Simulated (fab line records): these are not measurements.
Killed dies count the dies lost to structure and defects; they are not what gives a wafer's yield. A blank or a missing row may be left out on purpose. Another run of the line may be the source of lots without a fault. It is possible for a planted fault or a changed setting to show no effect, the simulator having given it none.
Which tool is to blame?	flow nand_harc	Sampling: 10 lots, 30 wafers, 5 of 1302 route steps

## WHAT THE GAUGES SHOWED, per wafer
NHARC_END_SORT_01. Usual: killed_at_array 57, standard deviation 18; killed_at_other 0.8, standard deviation 1; killed_at_periphery 3.9, standard deviation 2.8; killed_dies 62, standard deviation 18; killed_open 3.4, standard deviation 1.8; killed_short 2.2, standard deviation 1.6.
lot	measured	on	killed_at_array	killed_at_other	killed_at_periphery	killed_dies	killed_open	killed_short	flag
L742	day 30 08:52	prober-01	677 674 676	0 0 0	0 3 1	677 677 677	3 4 3	1 0 3	OFF
L744	day 31 20:59	prober-01	673 674 671	2 2 0	2 1 6	677 677 677	5 5 7	0 2 2	OFF
L745	day 32 04:54	prober-02	669 672 670	2 0 0	6 5 7	677 677 677	0 1 5	2 0 6	OFF
L746	day 32 04:56	prober-01	86 97 111	0 0 2	9 1 2	95 98 115	0 2 5	1 4 4	

## WHAT TOOL EACH LOT RAN ON (gives the tool, then ch and the chambers of the sampled wafers, and finally the start)
lot	NHARC_A_CHANNEL_HOLE_D2_ETCH_39	NHARC_A_CHANNEL_HOLE_D2_ETCH_34	NHARC_A_CHANNEL_HOLE_D2_ETCH_16	NHARC_A_CHANNEL_HOLE_D2_ETCH_19
L729	rie_diel-06 ch 1,2, day 13 18:21	rie_diel-06 ch 0,1,2, day 13 19:22 or earlier	rie_diel-06 ch 0,1,2, day 13 19:22 or earlier	har_etch-02 ch 0,1, day 13 19:22
L728	rie_diel-08 ch 0,1,3, day 13 20:24	rie_diel-08 ch 1,2, day 13 21:46 or earlier	rie_diel-08 ch 0,1, day 13 21:46 or earlier	har_etch-01 ch 0,1, day 13 21:46
L732	rie_diel-08 ch 0,3, day 15 02:08	rie_diel-08 ch 0,3, day 15 07:55 or earlier	rie_diel-08 ch 0,3, day 15 07:55 or earlier	har_etch-02 ch 0,1, day 15 07:55
L738	rie_diel-06 ch 1,2, day 17 13:10	rie_diel-06 ch 1,3, day 17 18:04 or earlier	rie_diel-06 ch 1,3, day 17 18:04 or earlier	har_etch-01 ch 0,1, day 17 18:04
L739	rie_diel-06 ch 1,2,3, day 17 20:10	rie_diel-06 ch 0,2,3, day 17 21:09 or earlier	rie_diel-06 ch 1,2,3, day 17 21:09 or earlier	har_etch-02 ch 0,1, day 17 21:09
L742	rie_diel-08 ch 1,2,3, day 19 12:41	rie_diel-08 ch 1,2,3, day 19 13:37 or earlier	rie_diel-08 ch 1,2, day 19 13:37 or earlier	har_etch-01 ch 0,1, day 19 13:37
L744	rie_diel-06 ch 0,1,3, day 20 07:58	rie_diel-06 ch 0,2,3, day 20 08:58 or earlier	rie_diel-06 ch 0,1,3, day 20 08:58 or earlier	har_etch-01 ch 0,1, day 20 08:58
L745	rie_diel-08 ch 0,2,3, day 20 19:14	rie_diel-08 ch 1,2,3, day 20 22:40 or earlier	rie_diel-08 ch 1,2,3, day 20 22:40 or earlier	har_etch-02 ch 0,1, day 20 22:40
L746	rie_diel-06 ch 0,2,3, day 20 19:47	rie_diel-06 ch 0,1,2, day 21 02:13 or earlier	rie_diel-06 ch 0,1,2, day 21 02:13 or earlier	har_etch-01 ch 0,1, day 21 02:13
L750	rie_diel-12 ch 0,1,2, day 22 15:22	rie_diel-12 ch 0,1,2, day 22 17:07 or earlier	rie_diel-12 ch 0,1,3, day 22 17:07 or earlier	har_etch-01 ch 0,1, day 22 17:07
- NHARC_A_CHANNEL_HOLE_D2_ETCH_39: etches the open film in N2/H2, target depth 260 nm, time 325 s.
- NHARC_A_CHANNEL_HOLE_D2_ETCH_34: etches the open film in CF4/CHF3, target depth 154 nm, time 77 s.
- NHARC_A_CHANNEL_HOLE_D2_ETCH_16: etches the open film in O2/COS, target depth 3100 nm, time 806 s.
- NHARC_A_CHANNEL_HOLE_D2_ETCH_19: etches the open film in C4F8/O2/Ar, time 34.5 s.

## AS READ BY THE TOOLS THEMSELVES (means over the sampled wafers that have a number; for cases with no such wafer, the mark the record gives instead)
NHARC_A_CHANNEL_HOLE_D2_ETCH_39. Usual: bias_w 150.1 W, standard deviation 0.42; chamber_pressure_mTorr 29.999 mTorr, standard deviation 0.027; drypump_motor_current_A 5.6 A, standard deviation 0.41; oes_product_au 1.004 a.u., standard deviation 0.011; rf_vpp_V 430.8 V, standard deviation 3; showerhead_plenum_p_Torr 2.05 Torr, standard deviation 0.1; throttle_valve_pct 14.171 %, standard deviation 0.0088.
lot	tool	bias_w (W)	chamber_pressure_mTorr (mTorr)	drypump_motor_current_A (A)	oes_product_au (a.u.)	rf_vpp_V (V)	showerhead_plenum_p_Torr (Torr)	throttle_valve_pct (%)	flag
L729	rie_diel-06	149.6	29.968	5.2	1.010	429.5	2.00	14.178	
L728	rie_diel-08	150.5	30.015	5.4	1.006	429.8	2.04	14.164	
L732	rie_diel-08	150.1	30.026	5.6	1.009	432.6	2.12	14.171	
L738	rie_diel-06	149.9	30.021	5.2	1.000	430.5	2.00	14.171	
L739	rie_diel-06	150.2	29.997	5.5	1.009	431.5	2.03	14.173	
L742	rie_diel-08	-	-	-	-	-	-	-	OFF
L744	rie_diel-06	-	-	-	-	-	-	-	OFF
L745	rie_diel-08	-	-	-	-	-	-	-	OFF
L746	rie_diel-06	149.6	29.992	5.6	0.999	430.3	2.04	14.161	
L750	rie_diel-12	150.2	29.994	5.9	1.005	430.7	2.05	14.166	

NHARC_A_CHANNEL_HOLE_D2_ETCH_34. Usual: bias_w 200.1 W, standard deviation 0.59; cf4_flow_sccm 100.0 sccm, standard deviation 0.3; chf3_flow_sccm 30.00 sccm, standard deviation 0.091; drypump_motor_current_A 5.6 A, standard deviation 0.4; oes_product_au 0.964 a.u., standard deviation 0.019; rf_vpp_V 371.0 V, standard deviation 2.6; showerhead_plenum_p_Torr 1.58 Torr, standard deviation 0.072; throttle_valve_pct 16.801 %, standard deviation 0.0094.
lot	tool	bias_w (W)	cf4_flow_sccm (sccm)	chf3_flow_sccm (sccm)	drypump_motor_current_A (A)	oes_product_au (a.u.)	rf_vpp_V (V)	showerhead_plenum_p_Torr (Torr)	throttle_valve_pct (%)	flag
L729	rie_diel-06	200.4	99.8	29.95	5.4	0.932	370.4	1.56	16.808	
L728	rie_diel-08	200.3	100.0	30.02	5.1	0.956	369.7	1.54	16.807	
L732	rie_diel-08	200.5	100.3	30.10	5.6	0.971	372.6	1.63	16.809	
L738	rie_diel-06	199.3	100.0	29.99	5.3	0.968	371.7	1.60	16.806	
L739	rie_diel-06	200.6	100.0	29.97	5.6	0.976	371.3	1.58	16.796	
L742	rie_diel-08	201.0	100.0	30.07	5.2	0.958	371.4	1.59	16.794	
L744	rie_diel-06	199.8	100.1	29.98	5.6	0.934	370.5	1.57	16.805	
L745	rie_diel-08	200.2	100.3	29.96	5.2	0.926	371.5	1.59	16.801	
L746	rie_diel-06	199.7	100.1	29.99	5.4	0.977	369.4	1.55	16.803	
L750	rie_diel-12	200.5	100.1	30.06	5.9	0.973	370.6	1.58	16.814	

NHARC_A_CHANNEL_HOLE_D2_ETCH_16. Usual: bias_w 299.9 W, standard deviation 0.9; chamber_pressure_mTorr 19.998 mTorr, standard deviation 0.018; drypump_motor_current_A 5.6 A, standard deviation 0.4; oes_product_au 1.003 a.u., standard deviation 0.011; rf_vpp_V 314.6 V, standard deviation 2.3; showerhead_plenum_p_Torr 3.15 Torr, standard deviation 0.14; throttle_valve_pct 28.329 %, standard deviation 0.0085.
lot	tool	bias_w (W)	chamber_pressure_mTorr (mTorr)	drypump_motor_current_A (A)	oes_product_au (a.u.)	rf_vpp_V (V)	showerhead_plenum_p_Torr (Torr)	throttle_valve_pct (%)	flag
L729	rie_diel-06	300.8	20.007	5.4	1.001	312.7	3.09	28.333	
L728	rie_diel-08	300.8	19.976	5.3	1.007	312.1	3.00	28.332	
L732	rie_diel-08	299.5	20.007	5.6	1.000	315.9	3.22	28.331	
L738	rie_diel-06	300.5	20.022	5.3	1.011	315.5	3.19	28.336	
L739	rie_diel-06	299.6	19.995	5.4	1.006	314.1	3.12	28.327	
L742	rie_diel-08	300.5	20.008	5.0	0.991	312.2	3.05	28.333	
L744	rie_diel-06	299.4	19.974	5.4	1.010	315.2	3.20	28.326	
L745	rie_diel-08	299.8	20.000	5.2	0.993	314.7	3.16	28.324	
L746	rie_diel-06	299.7	19.984	5.4	0.999	313.6	3.08	28.331	
L750	rie_diel-12	299.2	20.003	6.1	1.004	315.8	3.26	28.333	

NHARC_A_CHANNEL_HOLE_D2_ETCH_19. Usual: bias_v 1199 V, standard deviation 13; c4f8_flow_sccm 28.81 sccm, standard deviation 0.092; drypump_motor_current_A 5.74 A, standard deviation 0.15; showerhead_plenum_p_Torr 3.69 Torr, standard deviation 0.16; throttle_valve_pct 37.037 %, standard deviation 0.0091.
lot	tool	bias_v (V)	c4f8_flow_sccm (sccm)	drypump_motor_current_A (A)	showerhead_plenum_p_Torr (Torr)	throttle_valve_pct (%)	flag
L729	har_etch-02	1206	28.84	5.83	3.60	37.036	
L728	har_etch-01	1207	28.82	5.60	3.63	37.040	
L732	har_etch-02	1206	28.86	5.88	3.67	37.035	
L738	har_etch-01	1196	28.88	5.58	3.56	37.036	
L739	har_etch-02	1220	28.78	5.90	3.82	37.040	
L742	har_etch-01	1196	28.90	5.59	3.58	37.037	
L744	har_etch-01	1194	28.81	5.60	3.58	37.043	
L745	har_etch-02	1182	28.84	5.90	3.80	37.030	
L746	har_etch-01	1207	28.81	5.59	3.58	37.030	
L750	har_etch-01	1192	28.85	5.58	3.52	37.044	

## THE ANSWER, worked out from the rows above alone
Rule: a lot counts as off when the mean over its wafers that have a number is more than 3 standard deviations away from the usual mean. A lot without any number at a reading at which 4 lots or more have one is off too. The other lots that the step has rows for count as sound. The gauges are gone through in route order, then the tools' own readings, and for those a lot's mean is taken as printed above. At the first step where some lot is off, the reading lying furthest off is the one used; lots without a number count as furthest.
Off at NHARC_END_SORT_01 (killed_at_array): L742, L744, L745. Neither off nor sound, because the step has no rows for them: L729, L728, L732, L738, L739, L750.
A tool fits if, at a process step before that reading, it ran every lot that is off, and no sound lot after the first of them. The gauges at NHARC_END_SORT_01 aren't tried: what is off there is off at NHARC_A_CHANNEL_HOLE_D2_ETCH_39 too, on other tools, and a gauge's error can't cause that. NHARC_A_CHANNEL_HOLE_D2_ETCH_34: start missing for some lots; hours and lot order therefore follow NHARC_A_CHANNEL_HOLE_D2_ETCH_19. NHARC_A_CHANNEL_HOLE_D2_ETCH_16: start missing for some lots; hours and lot order therefore follow NHARC_A_CHANNEL_HOLE_D2_ETCH_19. None of those tried fits.

## WHAT HAD BEEN PUT IN BY THE SIMULATOR
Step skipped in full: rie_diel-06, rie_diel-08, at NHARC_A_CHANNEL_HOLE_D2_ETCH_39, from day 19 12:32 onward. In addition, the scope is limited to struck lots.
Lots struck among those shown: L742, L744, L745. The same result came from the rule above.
